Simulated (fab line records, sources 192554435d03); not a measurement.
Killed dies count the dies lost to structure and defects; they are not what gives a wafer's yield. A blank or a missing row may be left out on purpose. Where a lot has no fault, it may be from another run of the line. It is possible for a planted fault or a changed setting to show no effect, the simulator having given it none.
Split-lot trial | flow n5-finfet | 39 wafers read across 7 lots, on a route 1938 steps long

## THE SPLIT
At N5_MOL_CONTACT_COAG_IMPLANT_129, the setting energy-kev was moved away from the recipe's 3 on 12 of the 39 wafers read, by -10.2% to +28.6%. This setting was run at the recipe's value on the other wafers.

The reading comes from the split's own step.

## THE READING
The simulator's own value implant.drp-nm, read by no gauge, in nm at N5_MOL_CONTACT_COAG_IMPLANT_129. The file gives no usual value for it.

wafer  | tool, chamber at the split | energy-kev as run | against the recipe | implant.drp-nm, nm | against lot-mates on the recipe
L077.1 | implanter-02, 0            | 3                 | recipe             | 2.134              | -
L077.2 | implanter-02, 0            | 3                 | recipe             | 2.134              | -
L077.6 | implanter-02, 0            | 3                 | recipe             | 2.134              | -
L077.3 | implanter-02, 0            | 2.693             | -10.2%             | 1.996              | -0.138
L077.4 | implanter-02, 0            | 2.693             | -10.2%             | 1.996              | -0.138
L077.5 | implanter-02, 0            | 2.693             | -10.2%             | 1.996              | -0.138
L078.1 | implanter-01, 0            | 3                 | recipe             | 2.134              | -
L078.2 | implanter-01, 0            | 3                 | recipe             | 2.134              | -
L078.3 | implanter-01, 0            | 3                 | recipe             | 2.134              | -
L078.4 | implanter-01, 0            | 3                 | recipe             | 2.134              | -
L078.5 | implanter-01, 0            | 3                 | recipe             | 2.134              | -
L078.6 | implanter-01, 0            | 3                 | recipe             | 2.134              | -
L080.1 | implanter-01, 0            | 3.29              | +9.7%              | 2.26               | +0.126
L080.3 | implanter-01, 0            | 3.29              | +9.7%              | 2.26               | +0.126
L080.5 | implanter-01, 0            | 3.29              | +9.7%              | 2.26               | +0.126
L080.2 | implanter-01, 0            | 3                 | recipe             | 2.134              | -
L080.4 | implanter-01, 0            | 3                 | recipe             | 2.134              | -
L080.6 | implanter-01, 0            | 3                 | recipe             | 2.134              | -
L087.1 | implanter-02, 0            | 3                 | recipe             | 2.134              | -
L087.2 | implanter-02, 0            | 3                 | recipe             | 2.134              | -
L087.3 | implanter-02, 0            | 3                 | recipe             | 2.134              | -
L087.4 | implanter-02, 0            | 3                 | recipe             | 2.134              | -
L087.5 | implanter-02, 0            | 3                 | recipe             | 2.134              | -
L087.6 | implanter-02, 0            | 3                 | recipe             | 2.134              | -
L089.1 | implanter-02, 0            | 3                 | recipe             | 2.134              | -
L089.3 | implanter-02, 0            | 3                 | recipe             | 2.134              | -
L089.6 | implanter-02, 0            | 3                 | recipe             | 2.134              | -
L089.2 | implanter-02, 0            | 3.284             | +9.5%              | 2.257              | +0.123
L089.4 | implanter-02, 0            | 3.284             | +9.5%              | 2.257              | +0.123
L089.5 | implanter-02, 0            | 3.284             | +9.5%              | 2.257              | +0.123
L092.1 | implanter-01, 0            | 3.858             | +28.6%             | 2.495              | +0.361
L092.2 | implanter-01, 0            | 3.858             | +28.6%             | 2.495              | +0.361
L092.5 | implanter-01, 0            | 3.858             | +28.6%             | 2.495              | +0.361
L092.3 | implanter-01, 0            | 3                 | recipe             | 2.134              | -
L092.4 | implanter-01, 0            | 3                 | recipe             | 2.134              | -
L092.6 | implanter-01, 0            | 3                 | recipe             | 2.134              | -
L094.3 | implanter-01, 0            | 3                 | recipe             | 2.134              | -
L094.4 | implanter-01, 0            | 3                 | recipe             | 2.134              | -
L094.6 | implanter-01, 0            | 3                 | recipe             | 2.134              | -

THE FIT
A straight line over all 39 wafers: implant.drp-nm changes by +0.0128 nm for each +1% of energy-kev; r = +1.00; the points scatter about the line by 0.0025 nm.
The same after taking each lot's own level away (the mean of its wafers on the recipe; 39 wafers): +0.0128 nm for each +1%; r = +1.00; scatter 0.0025 nm.
The reading moves by 0.37 nm for the largest change in energy-kev, on that fit.
The lots' own levels span 2.1340 to 2.1340 nm.
Consequently the slope shifts little with the lot-to-lot level, the two slopes agreeing.
Check: with one of the wafers moved furthest among these (+28.6%) left out of the fit, the line predicts +0.367 nm for it against its lot-mates. It came out at +0.361 nm against them.

## ADDITIONAL SPLITS CARRIED BY THESE WAFERS
Note: prior to the reading, these wafers also went through further splits. Each is held against what the fit with the lots' levels taken away leaves over:
other split on the same wafers    | wafers away from the commonest value | r with implant.drp-nm (lot level and that fit taken away)
N5_SD_EPI_N_LINER_46 target-thk-a | 12                                   | -0.07

## THE WHOLE CHAIN: every reading that the file lists as answering this split, in the file's order
step                            | what it does | reading                                                         | change (the file's fit)                | r (the file's)
N5_MOL_CONTACT_COAG_IMPLANT_129 |              | implant.rp-nm (the simulator's own value, which no gauge read)  | +0.0324 nm for each +1% of the setting | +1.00
N5_MOL_CONTACT_COAG_IMPLANT_129 |              | implant.drp-nm (the simulator's own value, which no gauge read) | +0.0128 nm for each +1% of the setting | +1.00

## THE FILE'S OWN FIT
implant.drp-nm changes by +0.0128 nm for each +1% of energy-kev, r = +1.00.
